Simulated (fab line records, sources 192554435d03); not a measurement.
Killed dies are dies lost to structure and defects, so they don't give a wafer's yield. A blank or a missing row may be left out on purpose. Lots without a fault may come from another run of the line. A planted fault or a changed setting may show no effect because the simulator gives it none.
Chamber matching | flow n5_finfet | N5_BEOL_M3_DESCUM_33 on rie_diel-02: 4 sister chambers
The step chemistry O2, time 7 s. 14 wafers are shown with their chamber, then 7 later ones without.

WAFERS WITH THEIR CHAMBER
wafer  | chamber | drypump_motor_current_A (A) | showerhead_plenum_p_Torr (Torr) | oes_product_au (a.u.)
L075.2 | 2       | 6.3                         | 2.16                            | 0.90
L075.5 | 1       | 6.4                         | 2.09                            | 0.73
L075.6 | 2       | 6.4                         | 2.16                            | 0.89
L074.2 | 0       | 6.3                         | 2.08                            | 0.71
L074.4 | 3       | 5.5                         | 2.24                            | 0.91
L074.6 | 0       | 6.3                         | 2.08                            | 0.72
L079.2 | 3       | 5.5                         | 2.24                            | 0.90
L079.3 | 0       | 6.3                         | 2.08                            | 0.71
L079.4 | 2       | 6.3                         | 2.15                            | 0.86
L080.1 | 0       | 6.3                         | 2.08                            | 0.71
L080.3 | 1       | 6.4                         | 2.09                            | 0.73
L080.4 | 2       | 6.4                         | 2.15                            | 0.86
L088.1 | 2       | 6.4                         | 2.14                            | 0.82
L088.2 | 3       | 5.5                         | 2.23                            | 0.84

SIGNATURES (means of the wafers above)
reading                  | chamber 0 | chamber 1 | chamber 2 | chamber 3 | scatter within a chamber
drypump_motor_current_A  | 6.300     | 6.400     | 6.360     | 5.500     | 0.0346
showerhead_plenum_p_Torr | 2.0800    | 2.0900    | 2.1520    | 2.2367    | 0.00589
oes_product_au           | 0.7125    | 0.7300    | 0.8660    | 0.8833    | 0.0262
Rule: a wafer's distance from a chamber is the root of the sum, over the readings, of the square of ((its reading less the chamber's mean) divided by the reading's scatter). The wafer belongs to the nearest chamber; if the next one is less than 2 further off, it can't be placed. The scatter: the root of (the sum of the squares of (reading less its chamber's mean) over the shown wafers, divided by (wafers less chambers)).

WAFERS WITHOUT THEIR CHAMBER
wafer  | drypump_motor_current_A (A) | showerhead_plenum_p_Torr (Torr) | oes_product_au (a.u.)
L088.4 | 6.3                         | 2.07                            | 0.68
L091.3 | 6.3                         | 2.14                            | 0.82
L091.5 | 5.5                         | 2.23                            | 0.84
L091.6 | 6.4                         | 2.14                            | 0.82
L090.2 | 6.3                         | 2.07                            | 0.69
L090.4 | 6.4                         | 2.08                            | 0.71
L090.5 | 6.4                         | 2.14                            | 0.82

WHICH CHAMBER EACH WENT THROUGH
wafer  | from the rows above     | in truth
L088.4 | 0                       | 0
L091.3 | 2                       | 2
L091.5 | 3                       | 3
L091.6 | 2                       | 2
L090.2 | 0                       | 0
L090.4 | can't be placed: 1 or 0 | 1
L090.5 | 2                       | 2
Placed correctly: 6 of 7. Can't be placed from these rows: 1 (the true chamber is among the candidates in 1). Placed wrongly: 0.
